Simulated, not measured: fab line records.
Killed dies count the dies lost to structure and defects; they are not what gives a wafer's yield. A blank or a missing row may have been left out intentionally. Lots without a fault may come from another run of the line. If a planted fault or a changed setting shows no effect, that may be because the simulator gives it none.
The same fault as seen by 3 desks || flow n5 finfet || each desk has only its own numbers; what lay behind them comes last
Where a reading is given only as a bound, like >300, the bound stands for it, and a mean or a difference that rests on one is marked > or <: the true number lies beyond.

THE TOOL OWNER'S DESK: rie diel-02
The tool's own readings at N5_BEOL_M14_VIA_ETCH_16 (etches SiO2 in C4F8/O2/Ar, target depth 1231.3 nm): means of the sampled wafers that have a number, for each lot that ran on this tool. Any lot whose mean is over 4 standard deviations away from the usual mean is out of limits and marked OUT; that distance is given in the brackets.
Columns: A = drypump motor current A at N5_BEOL_M14_VIA_ETCH_16, usual 5.6 A; B = oes product au at N5_BEOL_M14_VIA_ETCH_16, usual 0.72 a.u.; C = rf vpp V at N5_BEOL_M14_VIA_ETCH_16, usual 2217 V; D = showerhead plenum p Torr at N5_BEOL_M14_VIA_ETCH_16, usual 3.47 Torr; E = throttle valve pct at N5_BEOL_M14_VIA_ETCH_16, usual 30.78 %
{"lot": "L993", "first seen here": "day 11 02:58", "A": 5.0, "B": 0.72, "C": 2216, "D": 3.41, "E": 30.77}
{"lot": "L996", "first seen here": "day 12 00:29", "A": 5.5, "B": 0.74, "C": 2215, "D": 3.47, "E": 30.78}
{"lot": "L100", "first seen here": "day 13 04:47", "A": 5.3, "B": 0.71, "C": 2216, "D": 3.49, "E": 30.72}
{"lot": "L104", "first seen here": "day 14 04:08", "A": 5.7, "B": 0.77, "C": 2212, "D": 3.45, "E": 30.79}
{"lot": "L108", "first seen here": "day 15 10:05", "A": 5.5, "B": 0.71, "C": 2213, "D": 3.46, "E": 30.81}
This desk's verdict: no lot among the 5 shows anything out of limits.

AT THE METROLOGY DESK
What the gauges read, lot by lot, whatever tool the lot ran on: means of the sampled wafers that have a number. Any lot whose mean is over 4 standard deviations away from the usual mean is out of limits and marked OUT; that distance is given in the brackets.
Columns: A = V13_OVL at N5_BEOL_M14_OVL_MEAS_11, usual 1 nm
{"lot": "L993", "first seen here": "day 11 02:49", "A": -2}
{"lot": "L994", "first seen here": "day 11 07:45", "A": -3}
{"lot": "L995", "first seen here": "day 11 17:58", "A": -0}
{"lot": "L996", "first seen here": "day 12 00:02", "A": -1}
{"lot": "L999", "first seen here": "day 12 21:11", "A": 1}
{"lot": "L100", "first seen here": "day 13 04:39", "A": 6}
{"lot": "L104", "first seen here": "day 14 03:59", "A": 1}
{"lot": "L108", "first seen here": "day 15 09:53", "A": 2}
{"lot": "L112", "first seen here": "day 15 21:30", "A": 4}
{"lot": "L115", "first seen here": "day 16 13:59", "A": 1}
This desk's verdict: no lot among the 10 shows anything out of limits.

THE DEFECT DESK
Counts from the inspections along the route, per lot, as means over the sampled wafers that have a number. Any lot whose mean is over 4 standard deviations away from the usual mean is out of limits and marked OUT; that distance is given in the brackets.
Columns: A = raw defect count at N5_BEOL_M14_INSPECT_30, usual 2.2
{"lot": "L993", "first seen here": "day 11 03:41", "A": 2.7}
{"lot": "L994", "first seen here": "day 11 08:48", "A": 2.3}
{"lot": "L995", "first seen here": "day 11 18:51", "A": 2.0}
{"lot": "L996", "first seen here": "day 12 01:21", "A": 2.0}
{"lot": "L999", "first seen here": "day 12 22:07", "A": 2.3}
{"lot": "L100", "first seen here": "day 13 05:31", "A": 4.0}
{"lot": "L104", "first seen here": "day 14 04:59", "A": ">300 (+99 or more) OUT"}
{"lot": "L108", "first seen here": "day 15 10:49", "A": ">300 (+99 or more) OUT"}
{"lot": "L112", "first seen here": "day 15 22:25", "A": 3.0}
{"lot": "L115", "first seen here": "day 16 15:14", "A": 1.3}
This desk's verdict: out of limits on L104, L108, starting with L104 at day 14 04:59 (raw defect count at N5_BEOL_M14_INSPECT_30). Within limits: L993, L994, L995, L996, L999, L100, L112, L115.

PUT TOGETHER
The defect desk could have raised an alarm at day 14 04:59, on L104, L108.
The tool owner's desk saw nothing out of limits.
Metrology desk: nothing out of limits seen.
On record at the tool owner's desk: L104, L108, within its limits.
The metrology desk holds a record of L104, L108, inside its limits.
Every lot named ran N5_BEOL_M14_VIA_ETCH_16 on rie diel-02.

WHAT WAS PUT IN BY THE SIMULATOR
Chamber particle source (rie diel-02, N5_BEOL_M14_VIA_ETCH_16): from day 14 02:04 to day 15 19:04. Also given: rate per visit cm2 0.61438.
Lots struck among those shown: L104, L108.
Hours from the fault's start to each desk's first reading out of limits: the defect desk, 3.
